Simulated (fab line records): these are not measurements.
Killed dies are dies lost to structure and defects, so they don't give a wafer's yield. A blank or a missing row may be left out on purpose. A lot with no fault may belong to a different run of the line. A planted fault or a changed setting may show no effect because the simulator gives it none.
fab line records	flow n5-finfet
record: lots: 7	wafers: 21	last-day: 16
route steps=1938 shown BEOL_M0_SAQP@661 BEOL_M4@1111 PASSIVATION@1936
lots untouched by any fault: they come from a run of this same line in which no faults occurred
start-h: start of the lot's first displayed wafer, in hours after the record's first day	wait-h: hours elapsed since this lot's preceding step	" identical to the entry in the row above	L1.1+2: one row covering several wafers at once	- no value, or no start given	* or withheld: withheld	< > ~ a bound
route shown NAME@n: NAME is a module with steps in the file, n the number in the route of the first one	usual: mean and standard deviation over wafers with no fault	same: alike in all rows	chamber/n: place in a boat	sites: per-site readings	_std_site: standard deviation of those values	_edge_site: the outer-site mean with the inner-site mean subtracted	radius-mm: for every site, how far away it sits from the centre of the wafer	mask NAME#n: copy n	behind: the tool/chamber that last shaped the wafer	hold: why the lot went on hold/how many hours it stayed there/how the hold came to an end	device: whichever transistor did not switch (one of n, p or np)	end of line: the tests these same wafers got at the end of their route	step lacking rows: just its recipe	killed: not the wafer's yield, but the dies lost to structure and defects at the first sort	map: shows each die of a wafer: x if killed, . if not, _ if none is there
set.NAME: the setting as run; set.NAME@STEP: as run at that earlier step	model.NAME: the simulator's own value behind a step, which no gauge read
certain route steps with their lots: each step a table, each wafer a row
services: a tool's chamber out of use, with start hour (start-h, from the record's first day; less than 0 if before it), hours out, and reason
== steps ==
step: N5_BEOL_M0_SAQP_SRD_93
recipe: dry: ipa-marangoni	time-s: 30	temp-c: 23	rinse-liquid: diw
step: N5_BEOL_M0_SAQP_RECESS_114
recipe: chemistry: HF/NH3	target: SiO2	target-depth-a: 144	afs-cycles: 3	temp-c: 30	sublimation-temp-c: 180	sublimation-time-s: 60
step: N5_BEOL_M0_SAQP_SPACER1_ALD_98
recipe: material: SiO2	target-thk-a: 128	temp-c: 300	ald-precursor-family: BDEAS	ald-co-reactant: O2-plasma	pulse-time-s: 1	purge-time-s: 2	co-reactant-purge-time-s: 2	ald-cycles: 138	pressure-torr: 2
usual: heater-power-w: 498/42	precursor-pulse-height-rel: 0.999/0.02
lot.wafer	tool	chamber	start-h	wait-h	heater-power-w	precursor-pulse-height-rel
L237.1	ald-sin-01	3	129.02	1.2	481	0.991
L237.2	"	1	"	"	454	0.985
L237.4	"	2	"	"	482	1.015
L239.1	ald-sin-02	3	129.24	1.2	523	1.014
L239.2	"	2	"	"	505	0.959
L239.3	"	0	"	"	520	0.994
L245.2	ald-sin-02	0	160.27	0.3	542	0.966
L245.5	"	1	"	"	465	0.977
L245.6	"	0	"	"	557	1.032
L247.1	ald-sin-02	2	177.35	0.3	511	1.003
L247.4	"	1	"	"	472	0.970
L247.6	"	3	"	"	543	0.987
L248.1	ald-sin-02	0	182.06	0.9	532	1.012
L248.5	"	3	"	"	538	1.015
L248.6	"	0	"	"	552	0.989
L249.2	ald-sin-01	0	191.65	0.6	517	0.979
L249.3	"	1	"	"	432	0.981
L249.4	"	3	"	"	477	1.006
L250.2	ald-sin-02	0	195.44	0.3	533	0.991
L250.4	"	1	"	"	464	1.028
L250.5	"	1	"	"	459	1.015
step: N5_BEOL_M0_SAQP_SPACER1_ETCHBACK_99
recipe: chemistry: CHF3/O2	mode: anisotropic-etchback	target: SiO2	target-depth-a: 154	time-s: 7.7	pressure-mtorr: 30	source-w: 650	bias-w: 170	Ar_flow_sccm: 200	CHF3_flow_sccm: 50	O2_flow_sccm: 5	ion-energy-ev: 200
step: N5_BEOL_M0_SAQP_MANDREL1_REMOVE_100
recipe: chemistry: HBr/Cl2/O2	bt-time-s: 10	target: a-Si	stop-on: SiNx	endpoint: OES-SiCl	over-etch-frac: 0.85	icp-w: 600	bias-w: 30	HBr_flow_sccm: 150	Cl2_flow_sccm: 80	O2_flow_sccm: 5	pressure-mtorr: 10
step: N5_BEOL_M0_SAQP_CD_MEAS_25
recipe: target-cd-nm: 13.1	landing-energy-ev: 1000	detector: se-inlens
usual: cd-nm: 12.81/0.2
lot.wafer	tool	chamber	start-h	wait-h	cd-nm
L237.1	cd-sem-02	0	129.69	0.1	12.73
L237.2	"	0	"	"	12.75
L237.4	"	0	"	"	12.61
L239.1	cd-sem-02	0	129.91	0.1	12.96
L239.2	"	0	"	"	12.83
L239.3	"	0	"	"	12.90
L245.2	cd-sem-03	0	160.95	0.1	12.85
L245.5	"	0	"	"	12.77
L245.6	"	0	"	"	12.79
L247.1	cd-sem-02	0	178.02	0.1	13.22
L247.4	"	0	"	"	13.00
L247.6	"	0	"	"	12.58
L248.1	cd-sem-01	0	182.74	0.1	12.97
L248.5	"	0	"	"	13.09
L248.6	"	0	"	"	13.07
L249.2	cd-sem-01	0	192.33	0.1	12.71
L249.3	"	0	"	"	12.98
L249.4	"	0	"	"	13.05
L250.2	cd-sem-03	0	196.12	0.1	12.93
L250.4	"	0	"	"	12.89
L250.5	"	0	"	"	12.72
step: N5_BEOL_M0_SAQP_ETCH_101
recipe: chemistry: CH3F/O2	target: SiNx	mask-material: SiO2	target-depth-a: 299	time-s: 42.7	pressure-mtorr: 30	source-w: 395	bias-w: 73	Ar_flow_sccm: 150	CH3F_flow_sccm: 30	O2_flow_sccm: 20	ion-energy-ev: 120
usual: bias-w: 73.00/0.21	drypump-motor-current-A: 5.6/0.51	oes-product-au: 0.79/0.088	rf-vpp-V: 299/4.8	showerhead-plenum-p-Torr: 2.01/0.092	throttle-valve-pct: 16.43/0.19
lot.wafer	tool	chamber	start-h	wait-h	bias-w	drypump-motor-current-A	oes-product-au	rf-hours-counter-h	rf-vpp-V	showerhead-plenum-p-Torr	throttle-valve-pct
L237.1	rie-diel-05	0	129.73	0.0	73.22	5.4	0.70	211	306	1.88	16.42
L237.2	"	3	"	"	72.80	5.9	0.89	30	299	2.12	16.13
L237.4	"	2	"	"	73.29	5.5	0.82	74	294	1.94	16.37
L239.1	rie-diel-05	3	129.95	0.0	72.67	5.9	0.89	30	298	2.12	16.14
L239.2	"	1	"	"	73.23	6.3	0.70	183	297	1.98	16.57
L239.3	"	2	"	"	72.90	5.5	0.83	74	294	1.94	16.36
L245.2	rie-diel-05	2	160.99	0.0	73.02	5.5	0.82	83	293	1.94	16.41
L245.5	"	2	"	"	72.91	5.5	0.81	-	293	1.94	16.41
L245.6	"	3	"	"	73.27	5.9	0.88	-	298	2.12	16.13
L247.1	rie-diel-05	0	178.06	0.0	73.01	5.4	0.70	225	304	1.88	16.46
L247.4	"	1	"	"	72.83	6.3	0.69	197	297	1.98	16.62
L247.6	"	0	"	"	73.00	5.4	0.70	-	307	1.88	16.44
L248.1	rie-diel-05	1	182.78	0.0	73.32	6.3	0.69	198	297	1.98	16.61
L248.5	"	2	"	"	72.81	5.5	0.81	-	293	1.94	16.41
L248.6	"	3	"	"	73.11	5.9	0.87	-	298	2.12	16.18
L249.2	rie-diel-05	0	192.37	0.0	73.08	5.4	0.70	229	306	1.88	16.48
L249.3	"	2	"	"	72.88	5.5	0.81	92	291	1.94	16.43
L249.4	"	1	"	"	72.72	6.3	0.68	201	296	1.98	16.61
L250.2	rie-diel-04	2	196.16	0.0	72.85	6.1	0.86	42	306	2.12	16.53
L250.4	"	1	"	"	72.90	5.1	0.70	228	295	1.98	16.57
L250.5	"	1	"	"	72.87	5.2	0.69	-	295	1.98	16.58
step: N5_BEOL_M0_SAQP_ETCH_102
recipe: chemistry: CF4	target: SiO2	target-depth-a: 40	ion-energy-ev: 350	time-s: 4.4	pressure-mtorr: 10	icp-w: 800	bias-w: 400	cf4-flow-sccm: 80
step: N5_BEOL_M0_SAQP_MANDREL_ETCH_103
recipe: chemistry: HBr/Cl2	target: a-Si	target-depth-a: 450	bt-time-s: 10	stop-on: SiCN	mask-material: SiO2	over-etch-frac: 0.8	time-s: 27	pressure-mtorr: 10	icp-w: 800	bias-w: 75	HBr_flow_sccm: 150	Cl2_flow_sccm: 80	ends: end-point
usual: bias-w: 75.00/0.21	drypump-motor-current-A: 5.8/0.43	oes-product-au: 0.679/0.011	throttle-valve-pct: 35.54/0.25
lot.wafer	tool	chamber	start-h	wait-h	bias-w	drypump-motor-current-A	oes-product-au	rf-hours-counter-h	throttle-valve-pct
L237.1	rie-si-02	2	129.87	0.0	75.07	5.2	0.672	117	35.89
L237.2	"	1	"	"	74.92	5.8	0.666	95	35.95
L237.4	"	2	"	"	74.97	5.3	0.679	-	35.85
L239.1	rie-si-04	1	130.09	0.0	75.05	5.5	0.694	66	35.28
L239.2	"	3	"	"	75.10	5.1	0.676	165	35.12
L239.3	"	0	"	"	74.93	5.9	0.676	6	35.46
L245.2	rie-si-05	1	161.13	0.0	74.84	6.4	0.665	133	35.64
L245.5	"	1	"	"	74.93	6.4	0.667	-	35.63
L245.6	"	2	"	"	75.15	5.6	0.690	-	35.54
L247.1	rie-si-04	2	178.20	0.0	74.99	6.2	0.673	160	35.72
L247.4	"	3	"	"	75.11	5.1	0.683	166	35.12
L247.6	"	3	"	"	75.24	5.1	0.678	-	35.11
L248.1	rie-si-02	2	182.91	0.0	75.19	5.3	0.664	118	35.87
L248.5	"	0	"	"	74.64	5.4	0.683	-	35.86
L248.6	"	1	"	"	75.02	5.8	0.680	-	35.95
L249.2	rie-si-04	1	192.50	0.0	74.67	5.4	0.686	67	35.29
L249.3	"	3	"	"	74.87	5.1	0.674	166	35.13
L249.4	"	1	"	"	74.99	5.5	0.702	-	35.27
L250.2	rie-si-04	1	196.29	0.0	75.01	5.4	0.696	67	35.29
L250.4	"	1	"	"	74.96	5.4	0.702	-	35.27
L250.5	"	2	"	"	75.02	6.2	0.689	-	35.71
step: N5_BEOL_M0_SAQP_RECESS_104
recipe: chemistry: HF/NH3	target: SiO2	target-depth-a: 180	afs-cycles: 3	temp-c: 30	sublimation-temp-c: 180	sublimation-time-s: 60
usual: drypump-motor-current-A: 5.69/0.26	sublimation-temp-c: 180.00/0.15
lot.wafer	tool	chamber	start-h	wait-h	drypump-motor-current-A	sublimation-temp-c
L237.1	vapor-etch-02	1	129.95	0.1	5.58	179.84
L237.2	"	0	"	"	6.22	180.01
L237.4	"	0	"	"	6.21	180.01
L239.1	vapor-etch-01	1	130.17	0.1	5.84	180.01
L239.2	"	0	"	"	5.44	179.72
L239.3	"	1	"	"	5.84	180.26
L245.2	vapor-etch-01	0	161.21	0.1	5.41	180.19
L245.5	"	0	"	"	5.41	180.20
L245.6	"	1	"	"	5.83	180.00
L247.1	vapor-etch-01	1	178.28	0.1	5.83	180.17
L247.4	"	1	"	"	5.84	180.26
L247.6	"	0	"	"	5.44	179.90
L248.1	vapor-etch-01	1	182.99	0.1	5.84	179.78
L248.5	"	0	"	"	5.43	180.14
L248.6	"	1	"	"	5.84	180.04
L249.2	vapor-etch-01	0	192.58	0.1	5.42	179.92
L249.3	"	0	"	"	5.41	179.85
L249.4	"	1	"	"	5.84	180.19
L250.2	vapor-etch-01	1	196.37	0.1	5.82	180.13
L250.4	"	0	"	"	5.43	179.98
L250.5	"	1	"	"	5.83	180.23
step: N5_BEOL_M0_SAQP_COAT_105
recipe: resist: SOC	temp-c: 250	time-s: 60	spin-rpm: 1500	resist-thk-nm: 100
step: N5_BEOL_M0_SAQP_ETCH_106
recipe: chemistry: N2/H2	target: SOC	target-depth-a: 1500	stop-on: SiNx	ion-energy-ev: 100	bias-w: 61	pressure-mtorr: 30	source-w: 850	n2-flow-sccm: 200	h2-flow-sccm: 200
usual: bias-w: 60.99/0.2	drypump-motor-current-A: 5.7/0.49	h2-flow-sccm: 200.0/0.59	oes-product-au: 0.79/0.09	rf-vpp-V: 240.8/1.6	showerhead-plenum-p-Torr: 2.56/0.11	throttle-valve-pct: 17.97/0.21
lot.wafer	tool	chamber	start-h	wait-h	bias-w	drypump-motor-current-A	h2-flow-sccm	oes-product-au	rf-hours-counter-h	rf-vpp-V	showerhead-plenum-p-Torr	throttle-valve-pct
L237.1	rie-diel-05	2	130.40	-	60.74	5.5	200.1	0.82	74	239.9	2.47	17.84
L237.2	"	1	"	"	61.00	6.3	199.7	0.70	183	239.4	2.55	18.24
L237.4	"	3	"	"	60.91	5.9	200.3	0.87	30	241.6	2.71	17.65
L239.1	rie-diel-04	2	130.62	-	61.17	6.2	200.8	0.89	22	243.8	2.70	18.00
L239.2	"	1	"	"	61.27	5.2	200.8	0.71	208	241.3	2.51	17.82
L239.3	"	0	"	"	60.95	4.8	200.0	0.67	247	237.9	2.41	18.05
L245.2	rie-diel-04	3	161.81	-	61.12	6.2	200.5	0.78	114	239.2	2.48	18.24
L245.5	"	2	"	"	60.73	6.1	199.9	0.86	-	241.5	2.70	18.00
L245.6	"	3	"	"	60.78	6.2	200.2	0.79	-	239.0	2.48	18.22
L247.1	rie-diel-04	1	178.73	-	60.92	5.2	199.1	0.69	223	240.2	2.51	17.83
L247.4	"	2	"	"	60.69	6.2	201.0	0.86	37	241.7	2.70	18.00
L247.6	"	1	"	"	61.15	5.2	200.2	0.69	-	240.3	2.50	17.84
L248.1	rie-diel-04	1	183.64	-	60.79	5.2	199.5	0.69	224	240.5	2.50	17.83
L248.5	"	3	"	"	61.23	6.2	199.8	0.78	-	239.0	2.47	18.25
L248.6	"	2	"	"	61.02	6.2	201.0	0.86	-	243.5	2.70	18.02
L249.2	rie-diel-05	2	193.03	-	61.21	5.5	199.8	0.79	92	238.6	2.46	17.88
L249.3	"	1	"	"	61.14	6.3	201.0	0.69	201	240.4	2.54	18.25
L249.4	"	0	"	"	60.90	5.3	199.2	0.68	229	239.5	2.42	18.20
L250.2	rie-diel-05	1	196.82	-	61.12	6.3	200.8	0.68	202	241.0	2.54	18.25
L250.4	"	2	"	"	61.12	5.5	200.2	0.79	93	238.7	2.46	17.88
L250.5	"	0	"	"	61.09	5.4	200.2	0.69	-	238.7	2.42	18.18
step: N5_BEOL_M0_SAQP_ETCH_107
recipe: chemistry: CH3F/O2	target: SiNx	target-depth-a: 300	mask-material: SOC	pressure-mtorr: 30	source-w: 395	bias-w: 73	Ar_flow_sccm: 150	CH3F_flow_sccm: 30	O2_flow_sccm: 20	ion-energy-ev: 120
usual: bias-w: 73.02/0.22	drypump-motor-current-A: 5.6/0.49	oes-product-au: 0.80/0.094	rf-vpp-V: 299/4.6	showerhead-plenum-p-Torr: 2.00/0.085	throttle-valve-pct: 16.45/0.18
lot.wafer	tool	chamber	start-h	wait-h	bias-w	drypump-motor-current-A	oes-product-au	rf-hours-counter-h	rf-vpp-V	showerhead-plenum-p-Torr	throttle-valve-pct
L237.1	rie-diel-05	2	130.46	0.0	73.09	5.5	0.83	74	294	1.94	16.38
L237.2	"	1	"	"	72.76	6.3	0.70	183	298	1.99	16.58
L237.4	"	3	"	"	73.06	5.9	0.89	30	296	2.12	16.12
L239.1	rie-diel-04	2	130.68	0.0	72.91	6.1	0.90	23	308	2.12	16.49
L239.2	"	1	"	"	72.85	5.2	0.71	208	294	1.98	16.53
L239.3	"	0	"	"	72.95	4.8	0.68	247	296	1.89	16.63
L245.2	rie-diel-04	3	161.87	0.0	73.47	6.2	0.79	114	293	1.94	16.64
L245.5	"	2	"	"	77.63	6.2	0.88	-	323	2.12	16.51
L245.6	"	3	"	"	73.00	6.2	0.78	-	295	1.94	16.64
L247.1	rie-diel-04	1	178.79	0.0	72.83	5.2	0.69	223	296	1.98	16.55
L247.4	"	2	"	"	77.84	6.1	0.88	37	323	2.12	16.52
L247.6	"	1	"	"	72.78	5.2	0.70	-	296	1.98	16.55
L248.1	rie-diel-04	1	183.70	0.0	72.83	5.2	0.70	224	295	1.98	16.55
L248.5	"	3	"	"	72.77	6.2	0.79	-	296	1.94	16.66
L248.6	"	2	"	"	78.23	6.2	0.89	-	323	2.12	16.53
L249.2	rie-diel-05	2	193.09	0.0	72.84	5.5	0.81	92	293	1.94	16.42
L249.3	"	1	"	"	72.76	6.3	0.69	201	299	1.98	16.64
L249.4	"	0	"	"	72.96	5.4	0.70	229	307	1.88	16.46
L250.2	rie-diel-05	1	196.88	0.0	72.98	6.3	0.68	202	296	1.98	16.63
L250.4	"	2	"	"	73.13	5.5	0.81	93	294	1.94	16.41
L250.5	"	0	"	"	73.19	5.4	0.69	-	307	1.88	16.46
step: N5_BEOL_M0_SAQP_STRIP_108
recipe: chemistry: N2/H2	power-w: 500	temp-c: 40	pressure-mtorr: 50	rf-frequency-hz: 6e+07	overash-fraction: 0.3	bias-power-w: 28	h2-frac: 0.5	n2-flow-sccm: 300	h2-flow-sccm: 300
step: N5_BEOL_M4_RC_MEAS_101
usual: DIBL_N: 36.4/1.6	DIBL_P: 36.2/1.8	IOFF_N: 0.159/0.029	IOFF_P: 0.21/0.034	ION_N: 670/12	ION_P: 459/8.2	SS_N: 71.5/0.59	SS_P: 73.2/0.54	VT_N: 250/3.3	VT_P: -250/3.7
lot.wafer	tool	chamber	start-h	wait-h	DIBL_N[mV/V]	DIBL_P[mV/V]	IOFF_N[nA/um]	IOFF_P[nA/um]	ION_N[uA/um]	ION_P[uA/um]	SS_N[mV/dec]	SS_P[mV/dec]	VT_N[mV]	VT_P[mV]
L237.1	prober-02	0	188.49	0.0	37.6	38.5	0.178	0.23	672	454	71.7	74.4	252	-250
L237.2	"	0	"	"	35.8	37.1	0.149	0.19	657	448	70.8	73.3	249	-253
L237.4	"	0	"	"	36.8	37.3	0.164	0.21	680	458	70.8	73.3	249	-252
L239.1	prober-02	0	203.63	0.0	34.2	31.6	0.120	0.18	654	455	70.5	72.3	253	-250
L239.2	"	0	"	"	34.3	32.4	0.126	0.19	663	454	71.2	72.0	252	-245
L239.3	"	0	"	"	37.1	36.5	0.160	0.25	676	469	70.9	74.0	249	-246
L247.1	prober-02	0	251.63	0.0	36.9	35.8	0.177	0.19	672	449	72.2	73.8	250	-253
L247.4	"	0	"	"	38.4	37.2	0.200	0.23	678	461	72.2	73.9	246	-251
L247.6	"	0	"	"	36.8	35.8	0.176	0.19	683	456	72.4	73.7	249	-253
L245.2	prober-01	0	256.75	0.2	36.7	37.9	0.171	0.21	669	454	72.5	73.3	248	-252
L245.5	"	0	"	"	34.8	35.3	0.136	0.16	661	447	71.7	72.5	253	-255
L245.6	"	0	"	"	36.0	37.3	0.160	0.19	670	452	71.4	72.8	249	-256
L248.1	prober-01	0	259.90	0.0	37.5	36.6	0.162	0.19	655	444	71.5	73.4	254	-254
L248.5	"	0	"	"	35.2	35.0	0.129	0.17	660	451	71.4	72.3	253	-253
L248.6	"	0	"	"	38.4	38.9	0.180	0.22	662	453	71.8	73.8	253	-252
L249.2	prober-01	0	272.58	0.2	38.0	35.7	0.173	0.21	672	455	71.8	73.6	247	-249
L249.3	"	0	"	"	39.2	38.0	0.204	0.26	675	463	73.0	74.1	247	-246
L249.4	"	0	"	"	37.6	36.4	0.166	0.23	677	465	71.0	72.7	249	-249
L250.2	prober-02	0	278.40	0.2	37.9	37.1	0.174	0.22	672	456	72.0	73.4	250	-252
L250.4	"	0	"	"	36.1	34.8	0.153	0.19	667	451	71.5	72.8	250	-254
L250.5	"	0	"	"	37.7	36.0	0.163	0.21	670	458	72.4	73.5	249	-250
step: N5_PASSIVATION_PROBE_49
usual: defect-limited-yield: 91.1/1.5	killed_at_M0_to_M3: 33/9.9	killed_at_M4_up: 14/5.2	killed-at-contacts: 12/6.7	killed-at-front-end: 43/13	killed-at-other: 3.4/2.7	killed-dies: 105/17	killed-open: 69/13	killed-short: 33/7.5	sort_bin_5_function: 5.2/0.91	sort_bin_6_memory: 3.3/0.71	sort_bin_8_speed: 0.00/0.032	sort-n-pass: 1075/17	sort-yield-pct: 91.1/1.5
same: gross-dies: 1180	killed-at-back-side: 0	sort_bin_4_leakage[%]: 0
lot.wafer	tool	chamber	start-h	wait-h	defect-limited-yield[%]	killed_at_M0_to_M3	killed_at_M4_up	killed-at-contacts	killed-at-front-end	killed-at-other	killed-dies	killed-open	killed-short	sort_bin_5_function[%]	sort_bin_6_memory[%]	sort_bin_8_speed[%]	sort-n-pass	sort-yield-pct[%]
L239.1	prober-02	-	316.21	0.0	91.1	30	10	10	45	10	105	68	30	4.8	3.1	0	1075	91.1
L239.2	prober-02	-	316.26	0.1	91.0	47	17	4	33	5	106	72	34	5.3	3.6	0	1074	91.0
L239.3	prober-02	-	316.31	0.1	91.9	39	13	14	28	2	96	66	30	3.8	4.0	0	1084	91.9
L245.2	prober-01	-	357.31	0.1	90.8	26	12	16	48	7	109	85	24	5.4	3.7	0	1071	90.8
L245.5	prober-01	-	357.46	0.2	91.9	23	9	10	50	3	95	65	30	4.4	3.3	0	1085	91.9
L245.6	prober-01	-	357.51	0.3	93.8	21	7	9	31	5	73	46	25	3.5	2.6	0	1107	93.8
L249.2	prober-02	-	370.13	0.1	91.1	32	16	5	48	4	105	70	35	5.3	3.4	0	1075	91.1
L249.3	prober-02	-	370.18	0.1	90.9	35	9	7	53	3	107	77	30	5.2	3.6	0	1073	90.9
L249.4	prober-02	-	370.23	0.2	91.9	29	19	5	37	5	95	66	27	4.9	2.6	0	1085	91.9
L250.2	prober-01	-	373.33	0.1	89.8	19	11	10	73	7	120	78	41	6.7	3.1	0	1060	89.8
L250.4	prober-01	-	373.43	0.2	89.1	27	17	8	75	2	129	76	46	6.0	3.8	0	1051	89.1
L250.5	prober-01	-	373.48	0.2	92.4	22	13	7	45	3	90	60	27	4.1	3.2	0	1090	92.4
killed by level:class
L239.1 BEOL_M2:geometric-particle:open=12 MOL_CONTACT_COAG:geometric-particle:open=8 STI_FIN_REVEAL:geometric-particle:open=7 HKMG_FIN:area-etch=7 FIN_SAQP:geometric-particle:short=6 DUMMY_GATE:geometric-particle:open=5 GATE_CUT:geometric-particle:short=5 BEOL_M3:geometric-particle:open=5
L239.2 BEOL_M0:geometric-particle:open=15 BEOL_M2:geometric-particle:open=11 STI_FIN_REVEAL:geometric-particle:open=8 BEOL_M0_SAQP:geometric-particle:short=7 GATE_CUT:geometric-particle:open=6 BEOL_M4:geometric-particle:open=6 GATE_CUT:geometric-particle:short=5 BEOL_M0_SAQP:geometric-particle:open=4
L239.3 MOL_CONTACT_COAG:geometric-particle:open=11 BEOL_M2:geometric-particle:open=9 GATE_CUT:geometric-particle:short=8 BEOL_M0_SAQP:geometric-particle:open=8 BEOL_M0_SAQP:geometric-particle:short=6 BEOL_M4:geometric-particle:open=5 FIN_SAQP:geometric-particle:open=4 BEOL_M1:geometric-particle:open=4
L245.2 FIN_SAQP:geometric-particle:open=16 MOL_CONTACT_COAG:geometric-particle:open=12 FIN_SAQP:geometric-particle:short=7 BEOL_M0_SAQP:geometric-particle:open=7 STI_FIN_REVEAL:geometric-particle:open=5 DUMMY_GATE:geometric-particle:open=5 ILD0:geometric-particle:open=5 MOL_CONTACT_COAG:geometric-particle:short=4
L245.5 FIN_SAQP:geometric-particle:open=16 MOL_CONTACT_COAG:geometric-particle:open=9 BEOL_M3:geometric-particle:open=8 DUMMY_GATE:geometric-particle:open=7 FIN_SAQP:geometric-particle:short=6 DUMMY_GATE:geometric-particle:short=5 BEOL_M2:geometric-particle:open=5 BEOL_M0_SAQP:geometric-particle:open=4
L245.6 FIN_SAQP:geometric-particle:open=8 MOL_CONTACT_COAG:geometric-particle:open=7 BEOL_M1:geometric-particle:open=7 FIN_SAQP:geometric-particle:short=6 BEOL_M0_SAQP:geometric-particle:open=5 BEOL_M4:geometric-particle:open=4 BEOL_M0_SAQP:geometric-particle:short=3 STARTING-WAFER:geometric-particle:short=3
L249.2 STI_FIN_REVEAL:geometric-particle:open=19 BEOL_M0_SAQP:geometric-particle:open=10 STI_FIN_REVEAL:geometric-particle:short=8 BEOL_M2:geometric-particle:open=8 FIN_SAQP:geometric-particle:short=7 BEOL_M4:geometric-particle:open=7 MOL_CONTACT_COAG:geometric-particle:open=5 BEOL_M3:geometric-particle:open=4
L249.3 STI_FIN_REVEAL:geometric-particle:open=21 BEOL_M2:geometric-particle:open=13 FIN_SAQP:geometric-particle:open=11 FIN_SAQP:geometric-particle:short=10 MOL_CONTACT_COAG:geometric-particle:open=6 BEOL_M0_SAQP:geometric-particle:short=6 BEOL_M0:geometric-particle:open=5 GATE_CUT:geometric-particle:open=3
L249.4 STI_FIN_REVEAL:geometric-particle:open=14 BEOL_M0_SAQP:geometric-particle:open=10 BEOL_M4:geometric-particle:open=9 BEOL_M0_SAQP:geometric-particle:short=7 STI_FIN_REVEAL:geometric-particle:short=6 FIN_SAQP:geometric-particle:open=4 FIN_SAQP:geometric-particle:short=4 BEOL_M3:geometric-particle:open=4
L250.2 STI_FIN_REVEAL:geometric-particle:open=21 FIN_SAQP:geometric-particle:short=21 FIN_SAQP:geometric-particle:open=12 MOL_CONTACT_COAG:geometric-particle:open=8 DUMMY_GATE:geometric-particle:open=7 STI_FIN_REVEAL:geometric-particle:short=5 BEOL_M3:geometric-particle:open=5 BEOL_M4:geometric-particle:open=5
L250.4 STI_FIN_REVEAL:geometric-particle:open=20 FIN_SAQP:geometric-particle:short=17 FIN_SAQP:geometric-particle:open=13 STI_FIN_REVEAL:geometric-particle:short=8 MOL_CONTACT_COAG:geometric-particle:open=7 HKMG_FIN:area-etch=6 BEOL_M0_SAQP:geometric-particle:open=5 BEOL_M4:geometric-particle:open=5
L250.5 STI_FIN_REVEAL:geometric-particle:open=9 FIN_SAQP:geometric-particle:open=8 BEOL_M3:geometric-particle:open=7 DUMMY_GATE:geometric-particle:open=7 MOL_CONTACT_COAG:geometric-particle:open=7 FIN_SAQP:geometric-particle:short=6 STI_FIN_REVEAL:geometric-particle:short=5 BEOL_M0_SAQP:geometric-particle:short=5
== services ==
tool	chamber	start-h	hours	kind
rie-si-04	0	115.10	8.9	repair
rie-si-02	3	117.12	13.7	repair
rie-si-04	1	121.01	2.2	repair
rie-diel-04	3	138.80	6.5	repair
rie-si-05	2	142.14	3.9	repair
rie-diel-04	0	145.27	-	clean
rie-diel-04	0	145.27	-	consumable-replace:focus-ring
rie-diel-04	0	145.27	-	consumable-replace:showerhead
rie-diel-04	0	145.27	22.0	scheduled-down
rie-diel-04	0	145.27	22.0	vent-cycle
ald-sin-02	0	148.67	4.0	repair
rie-si-02	2	174.01	5.7	repair
rie-si-05	1	181.31	7.4	repair
rie-si-04	0	188.08	19.6	repair
== key ==
first-sign: step: N5_BEOL_M0_SAQP_ETCH_107	reading: bias-w	direction: up	sigmas: 23	usual: *	struck: *
effect: step: N5_BEOL_M0_SAQP_ETCH_107	reading: rf-vpp-V	direction: up	sigmas: 5.2	usual: 299	struck: 323
met-at N5_BEOL_M0_SAQP_ETCH_107
struck-wafers L245.5,L247.4,L248.6
onset-between 130.68 161.87
fault: kind: process-parameter-drift	tool: rie-diel-04	chamber: 2	onset-h: 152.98	steps: N5_BEOL_M0_SAQP_ETCH_107	channel: bias-w	offset: *	shape: step	end-h: 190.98	acts-in: *	stated: *
